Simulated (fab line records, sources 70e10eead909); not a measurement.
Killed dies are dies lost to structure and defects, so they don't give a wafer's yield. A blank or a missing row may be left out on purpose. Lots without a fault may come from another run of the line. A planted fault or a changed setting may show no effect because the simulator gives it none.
Chamber matching | flow nand_harc | NHARC_A_BLC_CMP_25 on cmp-03: 4 sister chambers
The step polishes, t overpolish 30 s, target thk 150 nm. 16 wafers are shown with their chamber, then 8 later ones without.

WAFERS WITH THEIR CHAMBER
wafer  | chamber | motor_current_A (A) | time_to_endpoint_s (s) | overpolish_run_s (s)
L075.3 | 3       | 14.7                | 25.8                   | 30.003
L075.4 | 1       | 12.9                | 28.2                   | 30.005
L075.5 | 2       | 10.7                | 28.7                   | 30.020
L074.2 | 0       | 11.7                | 33.0                   | 30.002
L074.5 | 1       | 11.8                | 30.8                   | 29.998
L074.6 | 0       | 11.4                | 29.7                   | 30.010
L077.1 | 1       | 13.6                | 31.4                   | 29.998
L077.3 | 0       | 11.6                | 32.6                   | 29.985
L077.4 | 3       | 15.0                | 29.0                   | 30.022
L085.1 | 1       | 12.4                | 30.5                   | 30.006
L085.4 | 3       | 14.5                | 28.7                   | 29.999
L085.6 | 3       | 14.9                | 26.7                   | 30.000
L087.1 | 2       | 10.9                | 32.2                   | 29.989
L087.2 | 1       | 12.7                | 30.5                   | 30.005
L087.4 | 0       | 11.1                | 32.1                   | 30.012
L090.2 | 0       | 11.7                | 31.9                   | 29.992

SIGNATURES (means of the wafers above)
reading            | chamber 0 | chamber 1 | chamber 2 | chamber 3 | scatter within a chamber
motor_current_A    | 11.500    | 12.680    | 10.800    | 14.775    | 0.426
time_to_endpoint_s | 31.860    | 30.280    | 30.450    | 27.550    | 1.47
overpolish_run_s   | 30.00020  | 30.00240  | 30.00450  | 30.00600  | 0.0109
Rule: a wafer's distance from a chamber is the root of the sum, over the readings, of the square of ((its reading less the chamber's mean) divided by the reading's scatter). The wafer belongs to the nearest chamber; if the next one is less than 2 further off, it can't be placed. The scatter: the root of (the sum of the squares of (reading less its chamber's mean) over the shown wafers, divided by (wafers less chambers)).

WAFERS WITHOUT THEIR CHAMBER
wafer  | motor_current_A (A) | time_to_endpoint_s (s) | overpolish_run_s (s)
L090.4 | 16.0                | 30.6                   | 30.009
L090.5 | 15.4                | 29.5                   | 29.998
L095.2 | 15.5                | 28.0                   | 30.006
L095.3 | 12.2                | 29.3                   | 30.013
L095.6 | 14.8                | 25.4                   | 30.008
L097.1 | 12.0                | 31.0                   | 29.998
L097.2 | 15.3                | 28.5                   | 29.996
L097.4 | 12.6                | 25.1                   | 30.016

WHICH CHAMBER EACH WENT THROUGH
wafer  | from the rows above               | in truth
L090.4 | 3                                 | 3
L090.5 | 3                                 | 3
L095.2 | 3                                 | 3
L095.3 | can't be placed: 1 or 0 or 2      | 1
L095.6 | 3                                 | 3
L097.1 | can't be placed: 0 or 1 or 2      | 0
L097.2 | 3                                 | 3
L097.4 | can't be placed: 1 or 3 or 0 or 2 | 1
Placed correctly: 5 of 8. Can't be placed from these rows: 3 (the true chamber is among the candidates in 3). Placed wrongly: 0.
